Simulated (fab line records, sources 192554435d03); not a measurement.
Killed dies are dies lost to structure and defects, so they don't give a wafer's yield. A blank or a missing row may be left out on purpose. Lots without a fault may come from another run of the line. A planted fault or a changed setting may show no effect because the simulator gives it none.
Which tool did it? | flow n5_finfet | 11 lots, 33 wafers sampled, at 4 steps of a route of 1938

WHAT THE GAUGES READ, wafer by wafer
The record holds no reading of a measuring or inspecting step that can be judged against a usual standard deviation.

WHICH TOOL RAN EACH LOT (tool, then ch and the chambers of the sampled wafers, then the start)
lot  | N5_BEOL_M5_HM_STRIP_39              | N5_PASSIVATION_DESCUM_12           | N5_PASSIVATION_PASS_ETCH_74        | N5_PASSIVATION_PROBE_49
L740 | wet_bench-02 ch 1,2,5, day 9 11:32  | rie_diel-01 ch 1,2,3, day 13 03:53 | rie_diel-01 ch 1,2,3, day 13 03:58 | prober-01, day 13 11:05
L741 | wet_bench-04 ch 0,2,7, day 9 15:10  | rie_diel-01 ch 0,2, day 13 13:20   | rie_diel-01 ch 0,2, day 13 13:23   | prober-01, day 13 20:30
L744 | wet_bench-01 ch 1,2,5, day 10 13:39 | rie_diel-06 ch 0,2,3, day 14 10:47 | rie_diel-06 ch 0,2,3, day 14 10:51 | -
L742 | wet_bench-04 ch 1,4,5, day 10 14:13 | rie_diel-06 ch 1,3, day 14 16:35   | rie_diel-06 ch 1,3, day 14 16:39   | -
L745 | wet_bench-04 ch 1,4,6, day 10 14:38 | rie_diel-01 ch 1,2,3, day 14 16:51 | rie_diel-01 ch 1,2,3, day 14 16:55 | -
L746 | wet_bench-04 ch 2,3,6, day 10 20:50 | rie_diel-06 ch 0,3, day 14 20:52   | rie_diel-06 ch 0,3, day 14 20:55   | -
L747 | wet_bench-02 ch 3,4,5, day 10 23:44 | rie_diel-01 ch 0,2, day 15 08:31   | rie_diel-01 ch 0,2, day 15 08:35   | prober-02, day 15 16:16
L748 | wet_bench-02 ch 4,5,6, day 11 10:16 | rie_diel-06 ch 0,1, day 15 14:35   | rie_diel-06 ch 0,1, day 15 14:40   | prober-01, day 15 21:38
L754 | wet_bench-04 ch 0,5,7, day 12 21:36 | rie_diel-04 ch 0,3, day 17 01:10   | rie_diel-04 ch 0,3, day 17 01:13   | prober-01, day 17 08:31
L759 | wet_bench-02 ch 1,2,3, day 14 04:35 | rie_diel-01 ch 2,3, day 18 03:11   | rie_diel-01 ch 2,3, day 18 03:15   | prober-02, day 18 10:49
L763 | wet_bench-02 ch 1,3,4, day 15 11:08 | rie_diel-04 ch 0,1,3, day 19 05:49 | rie_diel-04 ch 0,1,3, day 19 05:53 | -
- N5_BEOL_M5_HM_STRIP_39: strips TiN in peroxide tin strip, target depth 25 nm, time 158 s.
- N5_PASSIVATION_DESCUM_12: chemistry O2, time 7.9 s.
- N5_PASSIVATION_PASS_ETCH_74: etches SiNx in CF4/O2, target depth 220 nm, time 110 s.
- N5_PASSIVATION_PROBE_49

WHAT THE TOOLS THEMSELVES READ (means of the sampled wafers that have a number; where no wafer has one, the mark that the record gives instead)
N5_BEOL_M5_HM_STRIP_39. Usual: bath_guard_temp_C 50.0 C, standard deviation 0.55.
lot  | tool         | bath_guard_temp_C (C) | flag
L740 | wet_bench-02 | 50.1                  |
L741 | wet_bench-04 | 50.1                  |
L744 | wet_bench-01 | 50.1                  |
L742 | wet_bench-04 | 50.2                  |
L745 | wet_bench-04 | 50.4                  |
L746 | wet_bench-04 | 49.3                  |
L747 | wet_bench-02 | 50.1                  |
L748 | wet_bench-02 | 49.7                  |
L754 | wet_bench-04 | 50.1                  |
L759 | wet_bench-02 | 50.3                  |
L763 | wet_bench-02 | 50.2                  |

N5_PASSIVATION_DESCUM_12. Usual: drypump_motor_current_A 5.7 A, standard deviation 0.63; oes_product_au 0.79 a.u., standard deviation 0.072; rf_vpp_V 243.0 V, standard deviation 1.4; showerhead_plenum_p_Torr 2.09 Torr, standard deviation 0.068; throttle_valve_pct 20.41 %, standard deviation 0.17.
lot  | tool        | drypump_motor_current_A (A) | oes_product_au (a.u.) | rf_vpp_V (V) | showerhead_plenum_p_Torr (Torr) | throttle_valve_pct (%) | flag
L740 | rie_diel-01 | 5.7                         | 0.79                  | 243.2        | 2.05                            | 20.31                  |
L741 | rie_diel-01 | 5.1                         | 0.75                  | 241.4        | 2.03                            | 20.41                  |
L744 | rie_diel-06 | 6.0                         | 0.79                  | 242.5        | 2.07                            | 20.50                  |
L742 | rie_diel-06 | 5.0                         | 0.70                  | 242.4        | 2.04                            | 20.68                  |
L745 | rie_diel-01 | 5.7                         | 0.78                  | 242.1        | 2.05                            | 20.34                  |
L746 | rie_diel-06 | 5.5                         | 0.73                  | 241.4        | 2.02                            | 20.64                  |
L747 | rie_diel-01 | 5.3                         | 0.76                  | 242.2        | 2.07                            | 20.38                  |
L748 | rie_diel-06 | 5.9                         | 0.79                  | 244.0        | 2.10                            | 20.36                  |
L754 | rie_diel-04 | 5.7                         | 0.83                  | 243.6        | 2.15                            | 20.36                  |
L759 | rie_diel-01 | 5.1                         | 0.73                  | 242.2        | 2.00                            | 20.39                  |
L763 | rie_diel-04 | 5.7                         | 0.78                  | 243.8        | 2.16                            | 20.45                  |

N5_PASSIVATION_PASS_ETCH_74. Usual: drypump_motor_current_A 5.7 A, standard deviation 0.64; mfc_ar_sccm 99.99 sccm, standard deviation 0.3; oes_product_au 0.79 a.u., standard deviation 0.071; rf_vpp_V 241.3 V, standard deviation 2.6; showerhead_plenum_p_Torr 2.20 Torr, standard deviation 0.066; throttle_valve_pct 15.97 %, standard deviation 0.19.
lot  | tool        | drypump_motor_current_A (A) | mfc_ar_sccm (sccm) | oes_product_au (a.u.) | rf_vpp_V (V) | showerhead_plenum_p_Torr (Torr) | throttle_valve_pct (%) | flag
L740 | rie_diel-01 | 5.7                         | 99.72              | 0.80                  | 239.7        | 2.16                            | 15.90                  |
L741 | rie_diel-01 | 5.1                         | 100.01             | 0.75                  | 240.5        | 2.15                            | 16.02                  |
L744 | rie_diel-06 | 6.0                         | 100.21             | 0.80                  | 243.0        | 2.19                            | 16.09                  |
L742 | rie_diel-06 | 5.0                         | 100.24             | 0.69                  | 243.8        | 2.14                            | 16.22                  |
L745 | rie_diel-01 | 5.7                         | 100.21             | 0.78                  | 240.0        | 2.16                            | 15.90                  |
L746 | rie_diel-06 | 5.5                         | 99.73              | 0.73                  | 241.0        | 2.13                            | 16.23                  |
L747 | rie_diel-01 | 5.2                         | 99.92              | 0.76                  | 240.5        | 2.18                            | 15.98                  |
L748 | rie_diel-06 | 5.9                         | 100.03             | 0.78                  | 242.0        | 2.21                            | 15.93                  |
L754 | rie_diel-04 | 5.7                         | 100.10             | 0.83                  | 242.6        | 2.26                            | 15.85                  |
L759 | rie_diel-01 | 5.1                         | 100.28             | 0.74                  | 241.0        | 2.12                            | 16.01                  |
L763 | rie_diel-04 | 5.7                         | 100.05             | 0.79                  | 241.7        | 2.27                            | 15.99                  |

N5_PASSIVATION_PROBE_49. Usual: defect_limited_yield 91.5 %, standard deviation 1.3; killed_at_M0_to_M3 33, standard deviation 10; killed_at_M4_up 13, standard deviation 4; killed_at_contacts 12, standard deviation 6.3; killed_at_front_end 39, standard deviation 11; killed_at_other 3.4, standard deviation 2.6; killed_dies 100, standard deviation 15; killed_open 65, standard deviation 11; killed_short 34, standard deviation 7.8; sort_bin_5_function 5.0 %, standard deviation 0.89; sort_bin_6_memory 3.2 %, standard deviation 0.58; sort_n_pass 1080, standard deviation 15; sort_yield_pct 91.5 %, standard deviation 1.3.
lot  | tool      | defect_limited_yield (%) | killed_at_M0_to_M3 | killed_at_M4_up | killed_at_contacts | killed_at_front_end | killed_at_other | killed_dies | killed_open | killed_short | sort_bin_5_function (%) | sort_bin_6_memory (%) | sort_n_pass | sort_yield_pct (%) | flag
L740 | prober-01 | 91.1                     | 24                 | 17              | 19                 | 39                  | 4.7             | 105         | 75          | 29           | 5.3                     | 3.3                   | 1075        | 91.1               |
L741 | prober-01 | 92.1                     | 34                 | 14              | 7                  | 36                  | 2.3             | 93          | 55          | 35           | 4.6                     | 3.0                   | 1087        | 92.1               |
L747 | prober-02 | 91.1                     | 25                 | 19              | 9                  | 46                  | 5.3             | 105         | 75          | 30           | 5.6                     | 3.2                   | 1075        | 91.1               |
L748 | prober-01 | 93.0                     | 26                 | 12              | 13                 | 30                  | 2.0             | 83          | 60          | 22           | 4.7                     | 2.2                   | 1097        | 93.0               |
L754 | prober-01 | 88.4                     | 38                 | 41              | 16                 | 36                  | 6.0             | 137         | 74          | 31           | 6.8                     | 4.4                   | 1043        | 88.4               | OFF
L759 | prober-02 | 89.7                     | 37                 | 11              | 11                 | 60                  | 2.3             | 122         | 78          | 42           | 6.3                     | 3.7                   | 1058        | 89.7               |

THE ANSWER, worked out from the rows above alone
Rule: a lot is off if the mean of its wafers that have a number lies more than 3 standard deviations from the usual mean. A lot without any number at a reading at which 4 lots or more have one is off too. The other lots that the step has rows for count as sound. The gauges are gone through in route order, then the tools' own readings, and for those a lot's mean is taken as printed above. The first step at which some lot is off is used, and at that step the reading that is off furthest; a lot without a number counts as furthest.
Off: L754, at N5_PASSIVATION_PROBE_49 (killed_at_M4_up). Neither off nor sound, because the step has no rows for them: L744, L742, L745, L746, L763.
A tool fits if, at that step or a process step before it, it ran every lot that is off, and no sound lot after the first of them. Can't be told from this: 3 tools fit, wet_bench-04 at N5_BEOL_M5_HM_STRIP_39, rie_diel-04 at N5_PASSIVATION_DESCUM_12 and N5_PASSIVATION_PASS_ETCH_74, prober-01 at N5_PASSIVATION_PROBE_49.

WHAT THE SIMULATOR HAD PUT IN
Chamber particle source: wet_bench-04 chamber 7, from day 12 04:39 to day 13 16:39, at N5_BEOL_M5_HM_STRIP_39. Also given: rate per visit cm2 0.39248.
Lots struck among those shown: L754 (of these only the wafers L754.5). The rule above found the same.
